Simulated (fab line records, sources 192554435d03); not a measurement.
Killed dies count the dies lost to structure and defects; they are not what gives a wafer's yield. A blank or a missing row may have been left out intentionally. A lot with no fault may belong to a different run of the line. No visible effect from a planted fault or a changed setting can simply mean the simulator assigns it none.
Which tool was responsible?    flow n5Finfet    30 wafers from 11 lots sampled at 5 of the route's 1938 steps

== WHAT THE GAUGES READ, wafer by wafer ==
The record lacks any reading of a measuring or inspecting step that a usual standard deviation could be used to judge.

== WHICH TOOL RAN EACH LOT (tool, then ch and the chambers of the sampled wafers, then the start) ==
lot   N5_BEOL_M6_ETCH_65                 N5_BEOL_M6_ETCH_66                 N5_BEOL_M6_ETCH_41                            N5_BEOL_M6_ALD_77                   N5_PASSIVATION_PROBE_49
L137  rieDiel-05 ch 1, day 9 03:52       rieDiel-05 ch 1, day 9 03:54       rieDiel-05 ch 1, day 9 05:09 or earlier       aldMetal-03 ch 0,1, day 9 05:09     -
L138  rieDiel-05 ch 0,1,2, day 9 12:32   rieDiel-05 ch 0,1,2, day 9 12:34   rieDiel-05 ch 0,1,2, day 9 13:46 or earlier   aldMetal-02 ch 0,1, day 9 13:46     -
L142  rieDiel-03 ch 0,1,3, day 10 08:18  rieDiel-03 ch 0,1,3, day 10 08:20  rieDiel-03 ch 0,1,3, day 10 09:20 or earlier  aldMetal-04 ch 1,2,3, day 10 09:20  -
L143  rieDiel-05 ch 0,1, day 10 11:10    rieDiel-05 ch 0,1, day 10 11:12    rieDiel-05 ch 0,1, day 10 12:18 or earlier    aldMetal-02 ch 0,1,3, day 10 12:18  -
L146  rieDiel-05 ch 0,2, day 11 10:30    rieDiel-05 ch 0,2, day 11 10:32    rieDiel-05 ch 0,2, day 11 13:26 or earlier    aldMetal-04 ch 0,2,3, day 11 13:26  -
L148  rieDiel-01 ch 1,2, day 11 22:01    rieDiel-01 ch 1,2, day 11 22:03    rieDiel-01 ch 1,2, day 11 23:04 or earlier    aldMetal-04 ch 1,2,3, day 11 23:04  -
L149  rieDiel-03 ch 0,2, day 12 01:19    rieDiel-03 ch 0,2, day 12 01:20    rieDiel-03 ch 0,2, day 12 02:40 or earlier    aldMetal-04 ch 1, day 12 02:40      -
L151  rieDiel-01 ch 1,2, day 13 02:28    rieDiel-01 ch 1,2, day 13 02:29    rieDiel-01 ch 1,2, day 13 03:38 or earlier    aldMetal-04 ch 2,3, day 13 03:38    prober-01, day 16 10:17
L157  rieDiel-01 ch 0,3, day 14 01:19    rieDiel-01 ch 0,3, day 14 01:20    rieDiel-01 ch 0,3, day 14 02:36 or earlier    aldMetal-03 ch 0,3, day 14 02:36    -
L158  rieDiel-05 ch 0,2,3, day 14 05:23  rieDiel-05 ch 0,2,3, day 14 05:25  rieDiel-05 ch 0,2,3, day 14 06:26 or earlier  aldMetal-03 ch 0,2,3, day 14 06:26  -
L160  rieDiel-05 ch 0,2, day 14 17:03    rieDiel-05 ch 0,2, day 14 17:05    rieDiel-05 ch 0,2, day 14 18:43 or earlier    aldMetal-02 ch 2,3, day 14 18:43    -
- N5_BEOL_M6_ETCH_65: etches SiARC in CF4, target depth 15.6 nm, time 26 s.
- N5_BEOL_M6_ETCH_66: etches SOC in N2/H2, target depth 80 nm, overetch 16 nm, time 120 s.
- N5_BEOL_M6_ETCH_41: etches SiCN in CH3F/O2, target depth 29.7 nm, time 52 s.
- N5_BEOL_M6_ALD_77: deposits TaN, target thk 2 nm, pulse time 2 s, purge time 3 s.
- N5_PASSIVATION_PROBE_49

== AS READ BY THE TOOLS THEMSELVES (means over the sampled wafers that have a number; for cases with no such wafer, the mark the record gives instead) ==
N5_BEOL_M6_ETCH_65. Usual: drypumpMotorCurrentA 5.7 A, standard deviation 0.37; etchRfOnTimeS 26.1 s, standard deviation 0.84; oesProductAu 0.67 a.u., standard deviation 0.083; rfVppV 184.3 V, standard deviation 1.2; showerheadPlenumPTorr 2.16 Torr, standard deviation 0.064; throttleValvePct 15.63 %, standard deviation 0.23.
lot   tool        drypumpMotorCurrentA (A)  etchRfOnTimeS (s)  oesProductAu (a.u.)  rfVppV (V)  showerheadPlenumPTorr (Torr)  throttleValvePct (%)  flag
L137  rieDiel-05  5.6                       27.0               0.62                 184.8       2.19                          15.62                 
L138  rieDiel-05  5.4                       26.7               0.61                 184.7       2.20                          15.85                 
L142  rieDiel-03  5.8                       26.1               0.66                 184.4       2.14                          15.41                 
L143  rieDiel-05  5.5                       26.4               0.62                 185.2       2.20                          15.75                 
L146  rieDiel-05  5.3                       25.8               0.62                 185.2       2.20                          16.01                 
L148  rieDiel-01  5.8                       25.8               0.66                 183.4       2.11                          15.51                 
L149  rieDiel-03  5.5                       26.9               0.60                 184.8       2.17                          15.60                 
L151  rieDiel-01  5.8                       25.6               0.68                 184.0       2.10                          15.56                 
L157  rieDiel-01  5.7                       25.2               0.79                 183.6       2.11                          15.56                 
L158  rieDiel-05  5.7                       26.0               0.74                 185.4       2.22                          15.70                 
L160  rieDiel-05  5.3                       26.3               0.67                 184.2       2.19                          15.90                 

N5_BEOL_M6_ETCH_66. Usual: drypumpMotorCurrentA 5.7 A, standard deviation 0.38; oesProductAu 0.60 a.u., standard deviation 0.068; rfVppV 524.8 V, standard deviation 2.3; showerheadPlenumPTorr 2.57 Torr, standard deviation 0.071; throttleValvePct 17.85 %, standard deviation 0.29.
lot   tool        drypumpMotorCurrentA (A)  oesProductAu (a.u.)  rfVppV (V)  showerheadPlenumPTorr (Torr)  throttleValvePct (%)  flag
L137  rieDiel-05  5.6                       0.57                 525.7       2.60                          17.69                 
L138  rieDiel-05  5.4                       0.56                 526.1       2.62                          18.11                 
L142  rieDiel-03  5.7                       0.60                 524.6       2.56                          17.64                 
L143  rieDiel-05  5.5                       0.56                 526.5       2.60                          17.90                 
L146  rieDiel-05  5.3                       0.55                 525.7       2.63                          18.32                 
L148  rieDiel-01  5.8                       0.58                 523.3       2.50                          17.65                 
L149  rieDiel-03  5.5                       0.56                 524.7       2.58                          17.75                 
L151  rieDiel-01  5.8                       0.60                 521.8       2.50                          17.71                 
L157  rieDiel-01  5.7                       0.69                 522.5       2.50                          17.81                 
L158  rieDiel-05  5.7                       0.66                 527.2       2.64                          17.97                 
L160  rieDiel-05  5.3                       0.61                 525.6       2.61                          18.25                 

N5_BEOL_M6_ETCH_41. Usual: drypumpMotorCurrentA 5.7 A, standard deviation 0.38; oesProductAu 0.79 a.u., standard deviation 0.096; rfVppV 297.9 V, standard deviation 1.5; showerheadPlenumPTorr 2.02 Torr, standard deviation 0.065; throttleValvePct 16.34 %, standard deviation 0.23.
lot   tool        drypumpMotorCurrentA (A)  oesProductAu (a.u.)  rfVppV (V)  showerheadPlenumPTorr (Torr)  throttleValvePct (%)  flag
L137  rieDiel-05  5.6                       0.72                 298.4       2.05                          16.34                 
L138  rieDiel-05  5.4                       0.73                 299.0       2.06                          16.55                 
L142  rieDiel-03  5.7                       0.78                 297.8       2.00                          16.09                 
L143  rieDiel-05  5.6                       0.74                 298.7       2.05                          16.47                 
L146  rieDiel-05  5.3                       0.72                 298.4       2.06                          16.68                 
L148  rieDiel-01  5.7                       0.77                 296.3       1.96                          16.16                 
L149  rieDiel-03  5.5                       0.71                 297.2       2.02                          16.25                 
L151  rieDiel-01  5.8                       0.79                 295.7       1.96                          16.21                 
L157  rieDiel-01  5.7                       0.91                 296.3       1.97                          16.31                 
L158  rieDiel-05  5.7                       0.85                 299.3       2.08                          16.42                 
L160  rieDiel-05  5.3                       0.79                 298.9       2.04                          16.59                 

N5_BEOL_M6_ALD_77. Usual: heaterPowerW 411 W, standard deviation 43.
lot   tool         heaterPowerW (W)  flag
L137  aldMetal-03  484               
L138  aldMetal-02  375               
L142  aldMetal-04  396               
L143  aldMetal-02  365               
L146  aldMetal-04  406               
L148  aldMetal-04  392               
L149  aldMetal-04  398               
L151  aldMetal-04  392               
L157  aldMetal-03  457               
L158  aldMetal-03  451               
L160  aldMetal-02  415               

N5_PASSIVATION_PROBE_49. Usual: defectLimitedYield 90.9 %, standard deviation 1.6; killed_at_M0_to_M3 34, standard deviation 11; killed_at_M4_up 14, standard deviation 5.7; killedAtContacts 13, standard deviation 6.5; killedAtFrontEnd 43, standard deviation 11; killedAtOther 4, standard deviation 3.1; killedDies 107, standard deviation 19; killedOpen 71, standard deviation 14; killedShort 35, standard deviation 7.9; sort_bin_5_function 5.3 %, standard deviation 1.1; sort_bin_6_memory 3.4 %, standard deviation 0.74; sort_bin_8_speed 0.00 %, standard deviation 0.014; sortNPass 1073, standard deviation 19.
lot   tool       defectLimitedYield (%)  killed_at_M0_to_M3  killed_at_M4_up  killedAtContacts  killedAtFrontEnd  killedAtOther  killedDies  killedOpen  killedShort  sort_bin_5_function (%)  sort_bin_6_memory (%)  sort_bin_8_speed (%)  sortNPass  flag
L151  prober-01  91.7                    25                  13               4                 47                9              98          56          42           4.5                      3.3                    0.00                  1082       

== THE ANSWER, worked out from the rows above alone ==
Rule: a lot is off if the mean of its wafers that have a number lies more than 3 standard deviations from the usual mean. A lot without any number at a reading at which 4 lots or more have one is off too. Where the step has rows for the other lots, those lots are counted as sound. After the gauges, taken in route order, come the tools' own readings; for these a lot's mean is taken, as printed above. The first step at which some lot is off is used, and at that step the reading that is off furthest; a lot without a number counts as furthest.
Across all readings shown, no lot is off: no conclusion can be drawn from this.

== WHAT THE SIMULATOR HAD INSERTED ==
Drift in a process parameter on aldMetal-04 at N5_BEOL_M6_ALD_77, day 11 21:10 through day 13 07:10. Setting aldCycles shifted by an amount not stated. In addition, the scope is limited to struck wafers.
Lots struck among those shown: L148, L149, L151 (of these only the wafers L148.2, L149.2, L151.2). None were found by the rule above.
